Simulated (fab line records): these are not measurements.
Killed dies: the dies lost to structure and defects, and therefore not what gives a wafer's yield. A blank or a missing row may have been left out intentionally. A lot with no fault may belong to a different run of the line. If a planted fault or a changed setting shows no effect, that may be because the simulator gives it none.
A lot that was struck, set against a sound lot + flow n5 finfet + 39 out of 1938 route steps
Sound: the wafers L855.2, L855.3, L855.6. Wafers L864.2, L864.3, L864.5 were the ones struck. The cause is given at the end.
Per side, at each step with rows, come the tool, then ch with its chambers, and then its first start. Under that, the readings that differ: sound wafers + struck wafers + difference of the means + sigmas: that difference in standard deviations of wafers without a fault.
alike: words and numbers the same on both sides, and readings whose means are apart by under 2 such deviations; not compared: readings that were withheld, readings missing a value for some wafer, numbers with overlapping values and no deviation given by the record, and bounds like >300 which may hide the same value.
Wherever a step has rows on one side only, a row that says differs or no value, or a row with sigmas, the two part there. Numbers that don't overlap but have no deviation are shown without sigmas and don't part them. A reading that every wafer of one side lacks parts them only if that side has two wafers or more.

first, 9 steps without rows for these wafers: N5_HKMG_FIN_PEB_10 (peb time 60 s); N5_HKMG_FIN_DEVELOP_11 (develop time 30 s); N5_HKMG_FIN_DESCUM_17 (chemistry O2, time 7.9 s); N5_HKMG_FIN_ETCH_31 (etches SiARC in CF4, target depth 45.5 nm, time 75.8 s); N5_HKMG_FIN_ETCH_32 (etches SOC in N2/H2, target depth 240 nm, time 300 s); N5_HKMG_FIN_STRIP_33 (strips in N2/H2); N5_HKMG_FIN_STRIP_34 (strips in CF4); N5_HKMG_FIN_ETCH_35 (etches SOC in N2/H2, target depth 215.8 nm, time 243.4 s); N5_HKMG_FIN_STRIP_92 (strips SOC in N2/H2, time 20 s).
N5_HKMG_FIN_WET_ETCH_18: etches TiN in SC1, time 55 s, target depth 5.2 nm, rinse time 30 s.
  sound on wet bench-03 ch 0,1,6, day 5 15:52; struck on wet bench-03 ch 1,6,7, day 8 01:13
then, 27 steps without rows for these wafers: N5_HKMG_FIN_STRIP_19 (strips in N2/H2, time 360 s); N5_HKMG_FIN_ALD_91 (deposits TiN, target thk 1 nm, pulse time 1 s, purge time 3 s); N5_HKMG_FIN_COAT_85 (time 60 s, resist thk 300 nm); N5_HKMG_FIN_ETCH_86 (etches SOC in N2/H2, stops on TiN, target depth 393.2 nm); N5_HKMG_FIN_STRIP_89 (strips SOC in N2/H2, time 20 s); N5_HKMG_FIN_WET_ETCH_87 (etches TiN in SC1, time 154.2 s, target depth 4.7 nm, rinse time 30 s); N5_HKMG_FIN_STRIP_88 (strips in N2/H2, time 360 s); N5_HKMG_FIN_NWFM_ALD_20 (deposits TiAlC, target thk 2 nm, pulse time 3 s, purge time 2 s); N5_HKMG_FIN_ALD_71 (deposits TiN, target thk 1 nm, pulse time 1 s, purge time 3 s); N5_HKMG_FIN_COAT_66 (time 60 s, resist thk 300 nm); N5_HKMG_FIN_ETCH_67 (etches SOC in N2/H2, stops on TiN, target depth 388.9 nm); N5_HKMG_FIN_STRIP_90 (strips SOC in N2/H2, time 20 s); N5_HKMG_FIN_WET_ETCH_73 (etches the open film in SC1, time 42.3 s, target depth 1.3 nm, rinse time 30 s); N5_HKMG_FIN_ETCHBACK_68 (etches the open film in Cl2/Ar, stops on HfO2, target depth 0.5 nm); N5_HKMG_FIN_STRIP_69 (strips in N2/H2, time 360 s); N5_HKMG_FIN_ALD_21 (deposits TiN, target thk 1.5 nm, pulse time 1 s, purge time 3 s); N5_HKMG_FIN_ALD_72 (deposits W, target thk 2 nm, pulse time 1 s, purge time 2 s); N5_HKMG_FIN_W_FILL_22 (material W, target thk 60 nm, time 18.2 s); N5_HKMG_FIN_PRECLEAN_83 (cleans in DIW, time 57.5 s); N5_HKMG_FIN_SRD_84 (dry time 32 s); N5_HKMG_FIN_CMP_23 (polishes, stops on SiNx, t overpolish 10 s, target thk 46.326 nm); N5_HKMG_FIN_CMP_94 (polishes, stops on SiNx, t overpolish 4.7 s, target thk 43.299 nm); N5_GATE_CUT_ETCHBACK_00 (etches W in SF6/Cl2); N5_GATE_CUT_ETCH_56 (etches TiN in Cl2/Ar, target depth 21.6 nm); N5_GATE_CUT_ETCHBACK_30 (etches TiN in Cl2/Ar, target depth 3 nm); N5_GATE_CUT_VAPOR_ETCH_60 (etches HfO2 in BCl3/Cl2); N5_GATE_CUT_ETCH_58 (etches SiNx in CH3F/O2, target depth 17 nm, time 128.6 s).
-- the record jumps here: 4 days lie between the struck wafers' starts before and after (it left off in module GATE_CUT and takes up again in module BEOL_M4, whose first step shown is number 1111 of the route) --
N5_BEOL_M4_RC_MEAS_101:
  sound on prober-01 ch 0, day 9 01:01; struck on prober-02 ch 0, day 11 16:49
| reading             | sound                      | struck                    | difference | sigmas |
|---------------------|----------------------------|---------------------------|------------|--------|
| IOFF_N (nA/um)      | 0.14 0.21 0.19             | 0.01 0.01 0.01            | -0.17      | -5     |
| IOFF_N_85C (nA/um)  | 2.7 3.8 3.5                | 0.2 0.2 0.2               | -3.1       | -6     |
| IOFF_N_LIN (nA/um)  | 0.064 0.092 0.083          | 0.003 0.003 0.003         | -0.077     | -6     |
| IOFF_N_LONG (nA/um) | 5.84e-05 5.79e-05 5.93e-05 | 2.19e-05 2.06e-05 2.2e-05 | -3.70e-05  | -13    |
| ION_N (uA/um)       | 672 685 679                | 477 463 462               | -211       | -19    |
| VT_N (mV)           | 250 246 246                | 341 344 339               | +94        | +29    |
| VT_N_LONG (mV)      | 270.4 274.1 272.5          | 363.8 370.5 364.6         | +94.0      | +45    |
| VT_N_LVT (mV)       | 100 94 96                  | 187 194 193               | +95        | +27    |
  alike: DIBL_N, DIBL_P, IOFF_P, ION_P, SS_N, SS_P, VT_P
-- record jumps: 4 days separate the struck wafers' starts on either side; left off in module BEOL_M4, taken up again in module PASSIVATION, whose first shown step is the route's number 1936 --
N5_PASSIVATION_PROBE_49:
  sound: prober-02 at day 12 15:40; struck: prober-02 at day 15 13:52
| reading              | sound          | struck            | difference | sigmas      |
|----------------------|----------------|-------------------|------------|-------------|
| sort_bin_8_speed (%) | 0 0 0          | 92.12 91.36 91.86 | +91.78     | +99 or more |
| sort n pass          | 1092 1076 1103 | 0 0 0             | -1090      | -64         |
| sort yield pct (%)   | 92.5 91.2 93.5 | 0 0 0             | -92        | -62         |
  alike: defect limited yield, killed_at_M0_to_M3, killed_at_M4_up, killed at contacts, killed at front end, killed at other, killed dies, killed open, killed short, sort_bin_5_function, sort_bin_6_memory

== WHERE THEY PART ==
Last at N5_PASSIVATION_PROBE_49 as far as this record goes, first at N5_BEOL_M4_RC_MEAS_101.

WHY: what the simulator had put in
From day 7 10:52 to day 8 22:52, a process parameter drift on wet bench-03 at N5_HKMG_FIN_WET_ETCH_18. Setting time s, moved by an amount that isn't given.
